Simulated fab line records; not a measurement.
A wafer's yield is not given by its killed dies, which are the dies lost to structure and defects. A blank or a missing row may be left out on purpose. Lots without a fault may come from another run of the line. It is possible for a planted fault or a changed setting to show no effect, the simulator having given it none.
2 desks, one fault ; flow nandHarc ; each desk holds nothing but its own numbers, with what lay behind them at the end

## AT THE METROLOGY DESK
What the gauges read for every lot (on any tool): the sampled wafers with a number, averaged. The brackets show how far a lot's mean lies from the usual mean; more than 4 standard deviations puts the lot out of limits, marked OUT.
Columns: A = thkNm at NHARC_A_DECK1_JOINT_THK_MEAS_17, usual 44.8 nm
lot;first seen here;A
L948;day 12 23:50;44.5
L957;day 16 13:00;71.3 (+24) OUT
L959;day 17 04:10;69.6 (+23) OUT
L961;day 18 04:52;44.4
L963;day 18 23:13;44.3
L966;day 19 21:38;45.3
L964;day 19 23:07;43.7
L965;day 19 23:10;45.2
L967;day 20 09:43;44.4
L968;day 21 05:34;44.5
L969;day 21 12:16;44.2
L971;day 22 01:05;44.1
Finding of this desk: L957, L959 out of limits; the first was L957 at day 16 13:00, on thkNm at NHARC_A_DECK1_JOINT_THK_MEAS_17. L948, L961, L963, L966, L964, L965, L967, L968, L969, L971: within limits.

## FOR THE TOOL OWNER'S DESK: pecvd-04
The tool's own readings at NHARC_A_DECK1_JOINT_DEP_16 (deposits SiO2, target thk 45 nm): means of the sampled wafers that have a number, for each lot that ran on this tool. The brackets show how far a lot's mean lies from the usual mean; more than 4 standard deviations puts the lot out of limits, marked OUT.
Columns: A = heaterPowerW at NHARC_A_DECK1_JOINT_DEP_16, usual 547 W; B = mfcPrecursorSccm at NHARC_A_DECK1_JOINT_DEP_16, usual 161.4 sccm; C = throttleValvePct at NHARC_A_DECK1_JOINT_DEP_16, usual 16.1 %
lot;first seen here;A;B;C
L948;day 12 23:36;498;161.8;16.6
L957;day 16 12:43;590;253.9 (+99 or more) OUT;17.4
L959;day 17 03:53;587;254.2 (+99 or more) OUT;17.4
L967;day 20 09:26;545;161.5;15.9
L969;day 21 12:02;538;161.2;16.2
Finding of this desk: L957, L959 out of limits; the first was L957 at day 16 12:43, on mfcPrecursorSccm at NHARC_A_DECK1_JOINT_DEP_16. L948, L967, L969: within limits.

## TAKEN TOGETHER
At day 16 12:43, on L957, L959, the tool owner's desk was in a position to raise an alarm.
The metrology desk could have raised an alarm at day 16 13:00, on L957, L959.
On pecvd-04, each named lot ran NHARC_A_DECK1_JOINT_DEP_16.

## WHAT WAS PUT IN BY THE SIMULATOR
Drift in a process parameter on pecvd-04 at NHARC_A_DECK1_JOINT_DEP_16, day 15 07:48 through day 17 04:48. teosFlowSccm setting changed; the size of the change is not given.
Struck lots among those shown: L957, L959.
Fault start to first reading out of limits, in hours, per desk: tool owner, 29; metrology, 29.
